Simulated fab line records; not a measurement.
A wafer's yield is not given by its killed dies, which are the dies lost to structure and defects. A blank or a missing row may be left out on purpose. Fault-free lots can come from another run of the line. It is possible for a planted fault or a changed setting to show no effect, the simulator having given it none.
Which tool is to blame? | flow n5_finfet | 24 lots, 72 wafers sampled, at 6 steps of a route of 1938

== WHAT EACH GAUGE READ, for each wafer ==
The record holds no reading of a measuring or inspecting step that can be judged against a usual standard deviation.

== EACH LOT AND THE TOOL THAT RAN IT (in order: tool; ch and the chambers of the sampled wafers; start) ==
lot  | N5_BEOL_M1_SURFACE_TREAT_85  | N5_BEOL_M1_SPUTTER_48        | N5_BEOL_M1_SPUTTER_79        | N5_BEOL_M1_SPUTTER_81        | N5_BEOL_M1_ANNEAL_87         | N5_BEOL_M1_SPUTTER_90
L074 | pvd_sputter-03, day 6 10:01  | pvd_sputter-02, day 6 10:20  | pvd_sputter-02, day 6 10:33  | pvd_sputter-02, day 6 10:46  | pvd_sputter-02, day 6 11:04  | pvd_sputter-02, day 6 11:26
L075 | pvd_sputter-02, day 6 18:59  | pvd_sputter-01, day 6 19:12  | pvd_sputter-01, day 6 19:25  | pvd_sputter-01, day 6 19:38  | pvd_sputter-01, day 6 19:56  | pvd_sputter-01, day 6 20:18
L076 | pvd_sputter-03, day 7 01:32  | pvd_sputter-03, day 7 01:49  | pvd_sputter-03, day 7 02:02  | pvd_sputter-03, day 7 02:15  | pvd_sputter-03, day 7 02:33  | pvd_sputter-03, day 7 02:55
L078 | pvd_sputter-02, day 7 13:09  | pvd_sputter-02, day 7 13:27  | pvd_sputter-02, day 7 13:40  | pvd_sputter-02, day 7 13:53  | pvd_sputter-02, day 7 14:11  | pvd_sputter-02, day 7 14:33
L079 | pvd_sputter-03, day 7 16:29  | pvd_sputter-03, day 7 16:46  | pvd_sputter-03, day 7 16:59  | pvd_sputter-03, day 7 17:12  | pvd_sputter-03, day 7 17:30  | pvd_sputter-03, day 7 17:52
L077 | pvd_sputter-01, day 7 19:49  | pvd_sputter-02, day 7 20:06  | pvd_sputter-02, day 7 20:19  | pvd_sputter-02, day 7 20:32  | pvd_sputter-02, day 7 20:50  | pvd_sputter-02, day 7 21:12
L081 | pvd_sputter-03, day 7 22:41  | pvd_sputter-01, day 7 22:59  | pvd_sputter-01, day 7 23:14  | pvd_sputter-01, day 7 23:29  | pvd_sputter-01, day 7 23:49  | pvd_sputter-01, day 8 00:13
L080 | pvd_sputter-01, day 7 22:46  | pvd_sputter-02, day 7 23:06  | pvd_sputter-02, day 7 23:19  | pvd_sputter-02, day 7 23:32  | pvd_sputter-02, day 7 23:50  | pvd_sputter-02, day 8 00:12
L082 | pvd_sputter-02, day 8 14:08  | pvd_sputter-01, day 8 14:41  | pvd_sputter-01, day 8 14:56  | pvd_sputter-01, day 8 15:11  | pvd_sputter-01, day 8 15:32  | pvd_sputter-01, day 8 15:56
L083 | pvd_sputter-02, day 8 15:05  | pvd_sputter-02, day 8 15:19  | pvd_sputter-02, day 8 15:32  | pvd_sputter-02, day 8 15:46  | pvd_sputter-02, day 8 16:04  | pvd_sputter-02, day 8 16:25
L084 | pvd_sputter-03, day 9 06:29  | pvd_sputter-03, day 9 06:49  | pvd_sputter-03, day 9 07:02  | pvd_sputter-03, day 9 07:16  | pvd_sputter-03, day 9 07:34  | pvd_sputter-03, day 9 07:55
L085 | pvd_sputter-02, day 9 12:43  | pvd_sputter-02, day 9 14:45  | pvd_sputter-02, day 9 14:58  | pvd_sputter-02, day 9 15:11  | pvd_sputter-02, day 9 15:29  | pvd_sputter-02, day 9 15:51
L086 | pvd_sputter-01, day 9 17:02  | pvd_sputter-01, day 9 17:25  | pvd_sputter-01, day 9 17:40  | pvd_sputter-01, day 9 17:55  | pvd_sputter-01, day 9 18:15  | pvd_sputter-01, day 9 18:40
L087 | pvd_sputter-01, day 10 15:03 | pvd_sputter-01, day 10 15:17 | pvd_sputter-01, day 10 15:32 | pvd_sputter-01, day 10 15:47 | pvd_sputter-01, day 10 16:07 | pvd_sputter-01, day 10 16:31
L088 | pvd_sputter-01, day 10 15:08 | pvd_sputter-03, day 10 16:55 | pvd_sputter-03, day 10 17:08 | pvd_sputter-03, day 10 17:21 | pvd_sputter-03, day 10 17:39 | pvd_sputter-03, day 10 18:01
L090 | pvd_sputter-01, day 10 18:15 | pvd_sputter-01, day 10 18:33 | pvd_sputter-01, day 10 18:47 | pvd_sputter-01, day 10 19:02 | pvd_sputter-01, day 10 19:23 | pvd_sputter-01, day 10 19:47
L089 | pvd_sputter-03, day 10 19:31 | pvd_sputter-02, day 10 19:47 | pvd_sputter-02, day 10 20:01 | pvd_sputter-02, day 10 20:14 | pvd_sputter-02, day 10 20:32 | pvd_sputter-02, day 10 20:53
L091 | pvd_sputter-01, day 10 21:35 | pvd_sputter-02, day 10 21:52 | pvd_sputter-02, day 10 22:05 | pvd_sputter-02, day 10 22:19 | pvd_sputter-02, day 10 22:37 | pvd_sputter-02, day 10 22:58
L092 | pvd_sputter-03, day 11 05:55 | pvd_sputter-02, day 11 06:11 | pvd_sputter-02, day 11 06:25 | pvd_sputter-02, day 11 06:38 | pvd_sputter-02, day 11 06:56 | pvd_sputter-02, day 11 07:17
L093 | pvd_sputter-03, day 11 07:57 | pvd_sputter-02, day 11 08:13 | pvd_sputter-02, day 11 08:26 | pvd_sputter-02, day 11 08:39 | pvd_sputter-02, day 11 08:57 | pvd_sputter-02, day 11 09:19
L094 | pvd_sputter-02, day 11 15:33 | pvd_sputter-01, day 11 16:17 | pvd_sputter-01, day 11 16:32 | pvd_sputter-01, day 11 16:47 | pvd_sputter-01, day 11 17:07 | pvd_sputter-01, day 11 17:31
L095 | pvd_sputter-03, day 12 03:33 | pvd_sputter-02, day 12 03:49 | pvd_sputter-02, day 12 04:02 | pvd_sputter-02, day 12 04:15 | pvd_sputter-02, day 12 04:33 | pvd_sputter-02, day 12 04:55
L096 | pvd_sputter-03, day 12 11:49 | pvd_sputter-03, day 12 12:08 | pvd_sputter-03, day 12 12:22 | pvd_sputter-03, day 12 12:35 | pvd_sputter-03, day 12 12:53 | pvd_sputter-03, day 12 13:14
L097 | pvd_sputter-01, day 12 14:52 | pvd_sputter-03, day 12 16:59 | pvd_sputter-03, day 12 17:13 | pvd_sputter-03, day 12 17:26 | pvd_sputter-03, day 12 17:44 | pvd_sputter-03, day 12 18:05
- N5_BEOL_M1_SURFACE_TREAT_85
- N5_BEOL_M1_SPUTTER_48: material Cu, target thk 4.5 nm, time 8.29 s.
- N5_BEOL_M1_SPUTTER_79: material Cu, target thk 4.5 nm, time 8.29 s.
- N5_BEOL_M1_SPUTTER_81: material Cu, target thk 4.5 nm, time 8.29 s.
- N5_BEOL_M1_ANNEAL_87: time 240 s.
- N5_BEOL_M1_SPUTTER_90: material Cu, target thk 4.5 nm, time 8.29 s.

== AS READ BY THE TOOLS THEMSELVES (means over the sampled wafers that have a number; for cases with no such wafer, the mark the record gives instead) ==
N5_BEOL_M1_SPUTTER_48.
lot  | tool           | chamber_pressure_pa (Pa) | susceptor_temp_C (C) | throttle_valve_pct (%)
L074 | pvd_sputter-02 | 0.07                     | -19.92               | 30.6
L075 | pvd_sputter-01 | 0.07                     | -20.04               | 30.4
L076 | pvd_sputter-03 | 0.07                     | -20.06               | 29.7
L078 | pvd_sputter-02 | 0.07                     | -20.00               | 30.6
L079 | pvd_sputter-03 | 0.07                     | -20.02               | 30.0
L077 | pvd_sputter-02 | 0.07                     | -19.99               | 31.2
L081 | pvd_sputter-01 | 0.07                     | -20.09               | 30.5
L080 | pvd_sputter-02 | 0.07                     | -20.02               | 30.2
L082 | pvd_sputter-01 | 0.07                     | -20.04               | 30.4
L083 | pvd_sputter-02 | 0.07                     | -20.01               | 30.5
L084 | pvd_sputter-03 | 0.07                     | -20.04               | 29.7
L085 | pvd_sputter-02 | 0.07                     | -20.02               | 29.9
L086 | pvd_sputter-01 | 0.07                     | -20.05               | 30.1
L087 | pvd_sputter-01 | 0.07                     | -20.00               | 30.3
L088 | pvd_sputter-03 | 0.07                     | -19.86               | 29.8
L090 | pvd_sputter-01 | 0.07                     | -19.95               | 30.7
L089 | pvd_sputter-02 | 0.07                     | -19.99               | 29.9
L091 | pvd_sputter-02 | 0.07                     | -20.06               | 30.8
L092 | pvd_sputter-02 | 0.07                     | -19.94               | 30.1
L093 | pvd_sputter-02 | 0.07                     | -20.02               | 30.5
L094 | pvd_sputter-01 | 0.07                     | -19.96               | 30.4
L095 | pvd_sputter-02 | 0.07                     | -20.09               | 30.2
L096 | pvd_sputter-03 | 0.07                     | -19.95               | 30.0
L097 | pvd_sputter-03 | 0.07                     | -20.02               | 29.9

N5_BEOL_M1_SPUTTER_79.
lot  | tool           | chamber_pressure_pa (Pa) | susceptor_temp_C (C) | throttle_valve_pct (%)
L074 | pvd_sputter-02 | 0.06982                  | -19.99               | 30.6
L075 | pvd_sputter-01 | 0.06988                  | -20.05               | 30.4
L076 | pvd_sputter-03 | 0.07002                  | -20.00               | 29.6
L078 | pvd_sputter-02 | 0.07015                  | -20.07               | 30.5
L079 | pvd_sputter-03 | 0.06997                  | -19.94               | 30.0
L077 | pvd_sputter-02 | 0.07001                  | -20.02               | 31.4
L081 | pvd_sputter-01 | 0.07007                  | -19.93               | 30.4
L080 | pvd_sputter-02 | 0.06998                  | -19.96               | 30.2
L082 | pvd_sputter-01 | 0.07006                  | -19.95               | 30.2
L083 | pvd_sputter-02 | 0.07001                  | -19.99               | 30.6
L084 | pvd_sputter-03 | 0.06981                  | -19.96               | 29.8
L085 | pvd_sputter-02 | 0.06992                  | -20.04               | 29.9
L086 | pvd_sputter-01 | 0.07016                  | -19.90               | 30.3
L087 | pvd_sputter-01 | 0.07001                  | -19.88               | 30.4
L088 | pvd_sputter-03 | 0.06986                  | -20.01               | 29.9
L090 | pvd_sputter-01 | 0.07004                  | -20.08               | 30.6
L089 | pvd_sputter-02 | 0.06987                  | -20.02               | 29.8
L091 | pvd_sputter-02 | 0.07018                  | -19.91               | 30.7
L092 | pvd_sputter-02 | 0.06997                  | -19.91               | 29.9
L093 | pvd_sputter-02 | 0.06987                  | -20.10               | 30.3
L094 | pvd_sputter-01 | 0.07000                  | -19.83               | 30.4
L095 | pvd_sputter-02 | 0.06999                  | -19.95               | 30.2
L096 | pvd_sputter-03 | 0.07010                  | -20.02               | 30.0
L097 | pvd_sputter-03 | 0.06990                  | -19.97               | 29.8

N5_BEOL_M1_SPUTTER_81.
lot  | tool           | chamber_pressure_pa (Pa) | susceptor_temp_C (C) | throttle_valve_pct (%)
L074 | pvd_sputter-02 | 0.06996                  | -19.95               | 30.6
L075 | pvd_sputter-01 | 0.06993                  | -20.07               | 30.3
L076 | pvd_sputter-03 | 0.07004                  | -19.98               | 29.7
L078 | pvd_sputter-02 | 0.06988                  | -19.99               | 30.5
L079 | pvd_sputter-03 | 0.06998                  | -20.03               | 29.9
L077 | pvd_sputter-02 | 0.06999                  | -19.94               | 31.2
L081 | pvd_sputter-01 | 0.07008                  | -19.94               | 30.3
L080 | pvd_sputter-02 | 0.06995                  | -19.95               | 30.1
L082 | pvd_sputter-01 | 0.06981                  | -19.93               | 30.5
L083 | pvd_sputter-02 | 0.06986                  | -20.03               | 30.6
L084 | pvd_sputter-03 | 0.07006                  | -20.13               | 29.6
L085 | pvd_sputter-02 | 0.06987                  | -19.98               | 30.0
L086 | pvd_sputter-01 | 0.06997                  | -19.99               | 30.1
L087 | pvd_sputter-01 | 0.07004                  | -19.98               | 30.3
L088 | pvd_sputter-03 | 0.06988                  | -19.90               | 30.0
L090 | pvd_sputter-01 | 0.06994                  | -20.06               | 30.6
L089 | pvd_sputter-02 | 0.06995                  | -20.02               | 29.7
L091 | pvd_sputter-02 | 0.06993                  | -20.07               | 30.8
L092 | pvd_sputter-02 | 0.06993                  | -19.95               | 30.0
L093 | pvd_sputter-02 | 0.07008                  | -19.82               | 30.5
L094 | pvd_sputter-01 | 0.07001                  | -19.93               | 30.4
L095 | pvd_sputter-02 | 0.07005                  | -20.07               | 30.2
L096 | pvd_sputter-03 | 0.07011                  | -19.86               | 29.9
L097 | pvd_sputter-03 | 0.07014                  | -20.00               | 29.7

N5_BEOL_M1_ANNEAL_87.
lot  | tool           | heater_power_w (W) | susceptor_temp_C (C)
L074 | pvd_sputter-02 | 770                | 399.92
L075 | pvd_sputter-01 | 831                | 400.02
L076 | pvd_sputter-03 | 811                | 399.91
L078 | pvd_sputter-02 | 766                | 399.91
L079 | pvd_sputter-03 | 788                | 400.00
L077 | pvd_sputter-02 | 790                | 400.00
L081 | pvd_sputter-01 | 825                | 400.12
L080 | pvd_sputter-02 | 784                | 400.08
L082 | pvd_sputter-01 | 797                | 400.06
L083 | pvd_sputter-02 | 770                | 400.16
L084 | pvd_sputter-03 | 829                | 400.19
L085 | pvd_sputter-02 | 861                | 400.34
L086 | pvd_sputter-01 | 869                | 400.01
L087 | pvd_sputter-01 | 827                | 400.03
L088 | pvd_sputter-03 | 790                | 400.12
L090 | pvd_sputter-01 | 920                | 399.96
L089 | pvd_sputter-02 | 846                | 400.11
L091 | pvd_sputter-02 | 748                | 400.11
L092 | pvd_sputter-02 | 795                | 400.29
L093 | pvd_sputter-02 | 840                | 399.86
L094 | pvd_sputter-01 | 803                | 399.80
L095 | pvd_sputter-02 | 785                | 400.11
L096 | pvd_sputter-03 | 808                | 399.85
L097 | pvd_sputter-03 | 813                | 400.09

N5_BEOL_M1_SPUTTER_90.
lot  | tool           | chamber_pressure_pa (Pa) | susceptor_temp_C (C) | throttle_valve_pct (%)
L074 | pvd_sputter-02 | 0.07                     | -20.02               | 30.6
L075 | pvd_sputter-01 | 0.07                     | -20.08               | 30.3
L076 | pvd_sputter-03 | 0.07                     | -19.97               | 29.6
L078 | pvd_sputter-02 | 0.07                     | -20.01               | 30.5
L079 | pvd_sputter-03 | 0.07                     | -20.08               | 29.9
L077 | pvd_sputter-02 | 0.07                     | -19.87               | 31.1
L081 | pvd_sputter-01 | 0.07                     | -19.96               | 30.2
L080 | pvd_sputter-02 | 0.07                     | -19.93               | 30.1
L082 | pvd_sputter-01 | 0.07                     | -20.02               | 30.5
L083 | pvd_sputter-02 | 0.07                     | -19.93               | 30.8
L084 | pvd_sputter-03 | 0.07                     | -19.98               | 29.6
L085 | pvd_sputter-02 | 0.07                     | -20.03               | 29.9
L086 | pvd_sputter-01 | 0.07                     | -20.03               | 30.1
L087 | pvd_sputter-01 | 0.07                     | -20.06               | 30.4
L088 | pvd_sputter-03 | 0.07                     | -20.10               | 30.0
L090 | pvd_sputter-01 | 0.07                     | -19.91               | 30.7
L089 | pvd_sputter-02 | 0.07                     | -20.04               | 30.0
L091 | pvd_sputter-02 | 0.07                     | -20.02               | 30.7
L092 | pvd_sputter-02 | 0.07                     | -20.04               | 29.9
L093 | pvd_sputter-02 | 0.07                     | -20.04               | 30.5
L094 | pvd_sputter-01 | 0.07                     | -19.96               | 30.5
L095 | pvd_sputter-02 | 0.07                     | -20.02               | 30.1
L096 | pvd_sputter-03 | 0.07                     | -20.05               | 29.9
L097 | pvd_sputter-03 | 0.07                     | -19.92               | 29.7

== THE ANSWER, worked out from the rows above alone ==
Rule: the usual values come from the lots themselves. Put in order of their means at a reading, lots are off if they are a third of the lots or fewer, leave a main group of 4 or more, and stand apart from it by a gap of 3 or more times the standard deviation of the main group's means; of several such gaps the widest counts. If all means in a main group match to the digits the tables above print for the reading, that group is not used. Also off: a lot with no number at a reading for which 4 or more lots have one. The other lots that the step has rows for count as sound. Order of review: gauges by route order, followed by the tools' own readings, for which a lot's mean as printed above is used. At the first step where some lot is off, the reading lying furthest off is the one used; lots without a number count as furthest.
Nothing can be told from this: no lot is off at any reading shown.

== WHAT WAS PUT IN BY THE SIMULATOR ==
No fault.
